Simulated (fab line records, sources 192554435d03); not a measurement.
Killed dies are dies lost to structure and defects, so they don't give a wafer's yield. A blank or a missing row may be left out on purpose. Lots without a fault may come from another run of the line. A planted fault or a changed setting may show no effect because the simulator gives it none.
Which tool did it? | flow n5_finfet | 24 lots, 72 wafers sampled, at 6 steps of a route of 1938

WHAT THE GAUGES READ, wafer by wafer
N5_FIN_CUT_OVL_MEAS_09. Usual: FIN_CUT_OVL 0.2 nm, standard deviation 0.6.
lot  | measured    | on         | FIN_CUT_OVL (nm) | flag
L074 | day 2 02:45 | overlay-02 | 0.2 0.0 0.7      |
L075 | day 2 10:41 | overlay-02 | 0.7 -0.3 0.4     |
L076 | day 2 14:05 | overlay-02 | 0.9 0.4 0.5      |
L077 | day 2 21:05 | overlay-01 | 0.5 0.6 -0.1     |
L078 | day 3 03:35 | overlay-02 | 0.4 0.4 0.8      |
L079 | day 3 12:10 | overlay-02 | 0.4 -0.2 -0.7    |
L080 | day 3 16:13 | overlay-01 | -0.1 -0.5 0.9    |
L081 | day 3 20:49 | overlay-01 | 0.1 0.1 1.2      |
L082 | day 4 02:53 | overlay-02 | -0.4 0.8 -0.6    |
L083 | day 4 08:44 | overlay-01 | 0.5 0.5 1.5      |
L084 | day 4 14:43 | overlay-01 | -0.4 0.6 0.3     |
L085 | day 4 21:53 | overlay-02 | -0.4 -1.0 -1.0   |
L086 | day 5 03:59 | overlay-02 | 1.3 0.3 0.5      |
L087 | day 5 10:21 | overlay-01 | -0.2 0.0 -0.3    |
L088 | day 5 15:40 | overlay-01 | 1.1 0.6 -0.2     |
L089 | day 5 20:24 | overlay-01 | -0.3 0.0 0.3     |
L090 | day 6 05:31 | overlay-01 | 0.8 0.6 0.0      |
L091 | day 6 10:30 | overlay-02 | 0.5 -0.2 1.0     |
L092 | day 6 16:38 | overlay-01 | 0.6 0.1 0.7      |
L093 | day 7 02:50 | overlay-01 | -0.4 -0.2 -1.1   |
L094 | day 7 04:02 | overlay-01 | -0.1 -0.1 0.7    |
L095 | day 7 08:44 | overlay-01 | -1.3 -0.7 -0.3   |
L096 | day 7 17:37 | overlay-02 | 0.8 -0.1 0.1     |
L097 | day 7 19:56 | overlay-01 | 0.3 0.5 0.2      |

N5_DUMMY_GATE_INSPECT_17: inspects for defects (brightfield). Usual: raw_defect_count 213, standard deviation 59.
lot  | measured    | on                | raw_defect_count | flag
L074 | day 2 22:13 | defect_inspect-02 | 221 301 238      |
L075 | day 3 06:43 | defect_inspect-01 | 203 203 193      |
L076 | day 3 19:14 | defect_inspect-02 | 151 238 162      |
L077 | day 3 17:27 | defect_inspect-01 | 210 234 152      |
L078 | day 4 01:22 | defect_inspect-01 | 138 132 150      |
L079 | day 4 06:31 | defect_inspect-01 | 159 195 189      |
L080 | day 4 10:59 | defect_inspect-02 | 140 152 249      |
L081 | day 4 15:19 | defect_inspect-02 | 250 206 209      |
L082 | day 4 21:29 | defect_inspect-02 | 225 92 171       |
L083 | day 5 04:00 | defect_inspect-02 | 246 221 272      |
L084 | day 5 09:32 | defect_inspect-02 | 312 186 235      |
L085 | day 5 18:04 | defect_inspect-01 | 245 234 198      |
L086 | day 6 00:31 | defect_inspect-02 | 343 208 282      |
L087 | day 6 06:02 | defect_inspect-01 | 112 136 98       |
L088 | day 6 11:31 | defect_inspect-02 | 294 314 222      |
L089 | day 6 15:10 | defect_inspect-02 | 129 159 130      |
L090 | day 7 02:30 | defect_inspect-02 | 278 236 158      |
L091 | day 7 05:31 | defect_inspect-01 | 220 207 197      |
L092 | day 7 11:10 | defect_inspect-02 | 219 199 277      |
L093 | day 7 23:03 | defect_inspect-01 | 135 180 186      |
L094 | day 8 04:54 | defect_inspect-01 | 275 153 240      |
L095 | day 8 06:16 | defect_inspect-02 | 240 272 128      |
L096 | day 8 16:54 | defect_inspect-02 | 266 222 283      |
L097 | day 8 19:49 | defect_inspect-01 | 240 176 152      |

N5_DUMMY_GATE_CD_MEAS_24: target cd 15 nm. Usual: cd_nm 15.2 nm, standard deviation 0.41.
lot  | measured    | on        | cd_nm (nm)     | flag
L074 | day 2 23:08 | cd_sem-03 | 14.6 15.1 15.5 |
L075 | day 3 07:37 | cd_sem-01 | 14.8 15.3 15.8 |
L076 | day 3 20:23 | cd_sem-02 | 15.2 15.7 15.6 |
L077 | day 3 18:21 | cd_sem-03 | 15.6 15.3 14.3 |
L078 | day 4 02:17 | cd_sem-01 | 14.9 15.0 15.1 |
L079 | day 4 07:34 | cd_sem-01 | 15.5 15.8 15.0 |
L080 | day 4 11:54 | cd_sem-02 | 15.5 15.3 15.6 |
L081 | day 4 16:13 | cd_sem-02 | 15.3 15.2 16.0 |
L082 | day 4 22:38 | cd_sem-02 | 15.8 14.3 15.5 |
L083 | day 5 04:56 | cd_sem-01 | 15.2 14.9 14.7 |
L084 | day 5 10:34 | cd_sem-01 | 15.8 15.3 14.4 |
L085 | day 5 18:58 | cd_sem-01 | 15.1 15.4 15.5 |
L086 | day 6 01:25 | cd_sem-02 | 15.5 15.7 15.2 |
L087 | day 6 06:57 | cd_sem-02 | 14.2 15.1 14.6 |
L088 | day 6 12:25 | cd_sem-02 | 15.7 15.8 15.6 |
L089 | day 6 16:04 | cd_sem-02 | 15.0 14.5 15.1 |
L090 | day 7 03:25 | cd_sem-01 | 14.9 14.9 14.9 |
L091 | day 7 06:25 | cd_sem-02 | 15.4 15.0 15.5 |
L092 | day 7 12:10 | cd_sem-02 | 15.3 15.9 15.0 |
L093 | day 7 23:58 | cd_sem-01 | 15.3 14.5 15.2 |
L094 | day 8 05:50 | cd_sem-03 | 15.4 15.6 15.1 |
L095 | day 8 07:13 | cd_sem-02 | 15.9 15.0 14.8 |
L096 | day 8 18:26 | cd_sem-01 | 15.4 15.2 14.4 |
L097 | day 8 21:56 | cd_sem-01 | 14.9 15.7 15.3 |

WHICH TOOL RAN EACH LOT (tool, then ch and the chambers of the sampled wafers, then the start)
lot  | N5_FIN_CUT_CUT_ETCH_26            | N5_STI_FIN_REVEAL_ALD_14         | N5_STI_FIN_REVEAL_ETCH_34
L074 | rie_diel-02 ch 0,1,2, day 2 03:17 | ald_sin-03 ch 0,2, day 2 03:53   | rie_si-04 ch 0,2, day 2 12:44
L075 | rie_diel-02 ch 1,2,3, day 2 11:54 | ald_sin-03 ch 0,2,3, day 2 12:41 | rie_si-06 ch 0,1,3, day 2 21:18
L076 | rie_diel-02 ch 0,1,2, day 2 14:37 | ald_sin-02 ch 0,3, day 2 16:14   | rie_si-06 ch 0,2, day 3 05:26
L077 | rie_diel-02 ch 0,1,2, day 2 21:37 | ald_sin-03 ch 0,3, day 2 22:11   | rie_si-01 ch 0,1,3, day 3 07:07
L078 | rie_diel-04 ch 0,1, day 3 04:07   | ald_sin-03 ch 2,3, day 3 04:47   | rie_si-06 ch 2,3, day 3 12:53
L079 | rie_diel-02 ch 0,2,3, day 3 12:42 | ald_sin-02 ch 0,2,3, day 3 13:16 | rie_si-04 ch 0,1,3, day 3 21:15
L080 | rie_diel-02 ch 0,1,3, day 3 16:49 | ald_sin-02 ch 0,3, day 3 17:40   | rie_si-04 ch 0,1,3, day 4 01:38
L081 | rie_diel-04 ch 0,1, day 3 21:20   | ald_sin-03 ch 0,1,3, day 3 21:54 | rie_si-04 ch 1,3, day 4 05:59
L082 | rie_diel-02 ch 0,1, day 4 03:25   | ald_sin-02 ch 0,2, day 4 03:58   | rie_si-04 ch 0,1, day 4 12:06
L083 | rie_diel-04 ch 1,2, day 4 09:28   | ald_sin-03 ch 0,2,3, day 4 10:05 | rie_si-04 ch 0,2,3, day 4 18:00
L084 | rie_diel-04 ch 0,1, day 4 15:14   | ald_sin-03 ch 0,1, day 4 15:48   | rie_si-04 ch 1,2, day 4 23:43
L085 | rie_diel-02 ch 0,2,3, day 4 22:25 | ald_sin-03 ch 0,1,2, day 5 00:04 | rie_si-06 ch 0,2,3, day 5 07:58
L086 | rie_diel-05 ch 1,2, day 5 04:31   | ald_sin-02 ch 0,1,2, day 5 06:27 | rie_si-06 ch 0,2,3, day 5 14:57
L087 | rie_diel-04 ch 0,2,3, day 5 10:53 | ald_sin-03 ch 0,2, day 5 12:11   | rie_si-06 ch 0,2, day 5 20:25
L088 | rie_diel-02 ch 0,2, day 5 16:12   | ald_sin-01 ch 0,3, day 5 16:46   | rie_si-01 ch 2,3, day 6 00:45
L089 | rie_diel-05 ch 0,2,3, day 5 20:56 | ald_sin-01 ch 1,2, day 5 21:33   | rie_si-06 ch 0,3, day 6 05:44
L090 | rie_diel-02 ch 0,1,3, day 6 06:02 | ald_sin-02 ch 0,1,2, day 6 06:48 | rie_si-01 ch 0,2, day 6 17:10
L091 | rie_diel-04 ch 0,3, day 6 11:10   | ald_sin-03 ch 1,2,3, day 6 11:44 | rie_si-01 ch 0,1,3, day 6 20:13
L092 | rie_diel-05 ch 0,1,3, day 6 17:09 | ald_sin-02 ch 1,2, day 6 17:46   | rie_si-04 ch 0,1, day 7 01:53
L093 | rie_diel-04 ch 0,1,3, day 7 03:21 | ald_sin-01 ch 0,2,3, day 7 05:08 | rie_si-01 ch 2,3, day 7 13:40
L094 | rie_diel-02 ch 0,1,3, day 7 04:34 | ald_sin-01 ch 1,2,3, day 7 05:25 | rie_si-04 ch 0,1,3, day 7 13:47
L095 | rie_diel-04 ch 0,1,3, day 7 09:16 | ald_sin-01 ch 0,2, day 7 09:49   | rie_si-04 ch 0,1,3, day 7 18:13
L096 | rie_diel-04 ch 1,2, day 7 18:09   | ald_sin-01 ch 0,3, day 7 18:43   | rie_si-06 ch 2,3, day 8 05:48
L097 | rie_diel-05 ch 0,1,3, day 7 20:28 | ald_sin-03 ch 0,2,3, day 7 21:01 | rie_si-04 ch 0,1,2, day 8 10:32
- N5_FIN_CUT_CUT_ETCH_26: etches SiNx in CH3F/O2, target depth 39 nm, time 55.7 s.
- N5_STI_FIN_REVEAL_ALD_14: deposits Si3N4, target thk 3 nm.
- N5_STI_FIN_REVEAL_ETCH_34: etches Si in H2, material Si, target depth 0.97 nm.

WHAT THE TOOLS THEMSELVES READ (means of the sampled wafers that have a number; where no wafer has one, the mark that the record gives instead)
N5_FIN_CUT_CUT_ETCH_26. Usual: drypump_motor_current_A 5.6 A, standard deviation 0.43; oes_f_703_au 0.78 a.u., standard deviation 0.091; oes_o_777_au 0.79 a.u., standard deviation 0.091; oes_product_au 0.79 a.u., standard deviation 0.093; rf_vpp_V 298 V, standard deviation 3.5; showerhead_plenum_p_Torr 2.02 Torr, standard deviation 0.061; throttle_valve_pct 16.33 %, standard deviation 0.16.
lot  | tool        | drypump_motor_current_A (A) | oes_f_703_au (a.u.) | oes_o_777_au (a.u.) | oes_product_au (a.u.) | rf_vpp_V (V) | showerhead_plenum_p_Torr (Torr) | throttle_valve_pct (%) | flag
L074 | rie_diel-02 | 5.3                         | 0.72                | 0.73                | 0.74                  | 294          | 1.98                            | 16.25                  |
L075 | rie_diel-02 | 5.2                         | 0.74                | 0.74                | 0.75                  | 298          | 2.05                            | 16.32                  |
L076 | rie_diel-02 | 5.3                         | 0.72                | 0.73                | 0.74                  | 295          | 1.98                            | 16.25                  |
L077 | rie_diel-02 | 5.3                         | 0.72                | 0.73                | 0.73                  | 295          | 1.98                            | 16.26                  |
L078 | rie_diel-04 | 5.7                         | 0.78                | 0.79                | 0.77                  | 297          | 2.01                            | 16.27                  |
L079 | rie_diel-02 | 5.4                         | 0.72                | 0.74                | 0.75                  | 299          | 1.99                            | 16.31                  |
L080 | rie_diel-02 | 5.2                         | 0.70                | 0.71                | 0.71                  | 297          | 2.01                            | 16.41                  |
L081 | rie_diel-04 | 5.5                         | 0.73                | 0.73                | 0.72                  | 298          | 1.98                            | 16.38                  |
L082 | rie_diel-02 | 5.0                         | 0.69                | 0.69                | 0.70                  | 295          | 2.00                            | 16.37                  |
L083 | rie_diel-04 | 5.7                         | 0.76                | 0.76                | 0.75                  | 300          | 1.99                            | 16.43                  |
L084 | rie_diel-04 | 5.6                         | 0.72                | 0.72                | 0.71                  | 299          | 1.98                            | 16.40                  |
L085 | rie_diel-02 | 5.4                         | 0.72                | 0.73                | 0.74                  | 298          | 1.99                            | 16.34                  |
L086 | rie_diel-05 | 5.6                         | 0.82                | 0.84                | 0.83                  | 297          | 2.03                            | 16.25                  |
L087 | rie_diel-04 | 6.0                         | 0.87                | 0.87                | 0.88                  | 300          | 2.04                            | 16.31                  |
L088 | rie_diel-02 | 5.5                         | 0.71                | 0.72                | 0.71                  | 295          | 1.92                            | 16.27                  |
L089 | rie_diel-05 | 5.8                         | 0.88                | 0.87                | 0.87                  | 298          | 2.04                            | 16.31                  |
L090 | rie_diel-02 | 5.2                         | 0.69                | 0.69                | 0.70                  | 297          | 2.01                            | 16.44                  |
L091 | rie_diel-04 | 5.8                         | 0.84                | 0.84                | 0.87                  | 301          | 2.04                            | 16.33                  |
L092 | rie_diel-05 | 5.8                         | 0.83                | 0.82                | 0.82                  | 299          | 2.03                            | 16.39                  |
L093 | rie_diel-04 | 5.6                         | 0.87                | 0.88                | 0.88                  | 299          | 2.01                            | 16.22                  |
L094 | rie_diel-02 | 5.2                         | 0.69                | 0.69                | 0.70                  | 298          | 2.01                            | 16.47                  |
L095 | rie_diel-04 | 5.7                         | 0.87                | 0.87                | 0.88                  | 300          | 2.01                            | 16.22                  |
L096 | rie_diel-04 | 5.7                         | 0.93                | 0.92                | 0.94                  | 300          | 1.98                            | 16.14                  |
L097 | rie_diel-05 | 5.8                         | 0.82                | 0.81                | 0.82                  | 299          | 2.03                            | 16.40                  |

N5_STI_FIN_REVEAL_ALD_14. Usual: chamber_pressure_Torr 2.000 Torr, standard deviation 0.0044; heater_power_outer_w 504 W, standard deviation 60; heater_power_w 821 W, standard deviation 92.
lot  | tool       | chamber_pressure_Torr (Torr) | heater_power_outer_w (W) | heater_power_w (W) | flag
L074 | ald_sin-03 | 1.999                        | 453                      | 755                |
L075 | ald_sin-03 | 1.999                        | 465                      | 753                |
L076 | ald_sin-02 | 2.004                        | 474                      | 782                |
L077 | ald_sin-03 | 2.005                        | 459                      | 782                |
L078 | ald_sin-03 | 2.005                        | 483                      | 791                |
L079 | ald_sin-02 | 2.002                        | 484                      | 789                |
L080 | ald_sin-02 | 2.000                        | 474                      | 794                |
L081 | ald_sin-03 | 1.999                        | 485                      | 844                |
L082 | ald_sin-02 | 2.004                        | 524                      | 867                |
L083 | ald_sin-03 | 2.002                        | 470                      | 765                |
L084 | ald_sin-03 | 2.002                        | 504                      | 864                |
L085 | ald_sin-03 | 2.001                        | 475                      | 802                |
L086 | ald_sin-02 | 1.998                        | 498                      | 805                |
L087 | ald_sin-03 | 1.999                        | 451                      | 728                |
L088 | ald_sin-01 | 1.998                        | 535                      | 849                |
L089 | ald_sin-01 | 1.997                        | 607                      | 947                |
L090 | ald_sin-02 | 1.998                        | 506                      | 804                |
L091 | ald_sin-03 | 2.003                        | 489                      | 813                |
L092 | ald_sin-02 | 2.001                        | 471                      | 735                |
L093 | ald_sin-01 | 2.003                        | 594                      | 909                |
L094 | ald_sin-01 | 1.997                        | 564                      | 876                |
L095 | ald_sin-01 | 2.000                        | 640                      | 995                |
L096 | ald_sin-01 | 1.999                        | 576                      | 893                |
L097 | ald_sin-03 | 1.997                        | 469                      | 769                |

N5_STI_FIN_REVEAL_ETCH_34. Usual: drypump_motor_current_A 5.9 A, standard deviation 0.4; oes_product_au 0.996 a.u., standard deviation 0.017; throttle_valve_pct 25.8 %, standard deviation 0.48.
lot  | tool      | drypump_motor_current_A (A) | oes_product_au (a.u.) | throttle_valve_pct (%) | flag
L074 | rie_si-04 | 5.7                         | 0.997                 | 26.1                   |
L075 | rie_si-06 | 6.0                         | 0.999                 | 25.5                   |
L076 | rie_si-06 | 5.9                         | 0.977                 | 25.3                   |
L077 | rie_si-01 | 5.8                         | 1.001                 | 26.0                   |
L078 | rie_si-06 | 5.7                         | 1.015                 | 25.9                   |
L079 | rie_si-04 | 6.0                         | 0.996                 | 26.1                   |
L080 | rie_si-04 | 6.0                         | 0.985                 | 26.1                   |
L081 | rie_si-04 | 6.1                         | 0.990                 | 25.9                   |
L082 | rie_si-04 | 6.2                         | 0.990                 | 25.8                   |
L083 | rie_si-04 | 5.7                         | 1.010                 | 26.2                   |
L084 | rie_si-04 | 6.1                         | 0.992                 | 25.6                   |
L085 | rie_si-06 | 5.8                         | 0.986                 | 25.6                   |
L086 | rie_si-06 | 5.8                         | 0.996                 | 25.6                   |
L087 | rie_si-06 | 5.8                         | 0.973                 | 25.3                   |
L088 | rie_si-01 | 6.1                         | 0.978                 | 25.1                   |
L089 | rie_si-06 | 5.7                         | 0.994                 | 25.7                   |
L090 | rie_si-01 | 5.6                         | 0.986                 | 25.2                   |
L091 | rie_si-01 | 5.8                         | 1.009                 | 26.0                   |
L092 | rie_si-04 | 6.0                         | 0.999                 | 26.0                   |
L093 | rie_si-01 | 6.4                         | 0.981                 | 25.4                   |
L094 | rie_si-04 | 6.0                         | 0.997                 | 26.1                   |
L095 | rie_si-04 | 6.0                         | 0.995                 | 26.1                   |
L096 | rie_si-06 | 5.6                         | 1.006                 | 25.9                   |
L097 | rie_si-04 | 5.9                         | 0.997                 | 25.8                   |

THE ANSWER, worked out from the rows above alone
Rule: a lot is off if the mean of its wafers that have a number lies more than 3 standard deviations from the usual mean. A lot without any number at a reading at which 4 lots or more have one is off too. The other lots that the step has rows for count as sound. The gauges are gone through in route order, then the tools' own readings, and for those a lot's mean is taken as printed above. The first step at which some lot is off is used, and at that step the reading that is off furthest; a lot without a number counts as furthest.
No lot is off at any reading shown: from this, nothing can be told.

WHAT THE SIMULATOR HAD PUT IN
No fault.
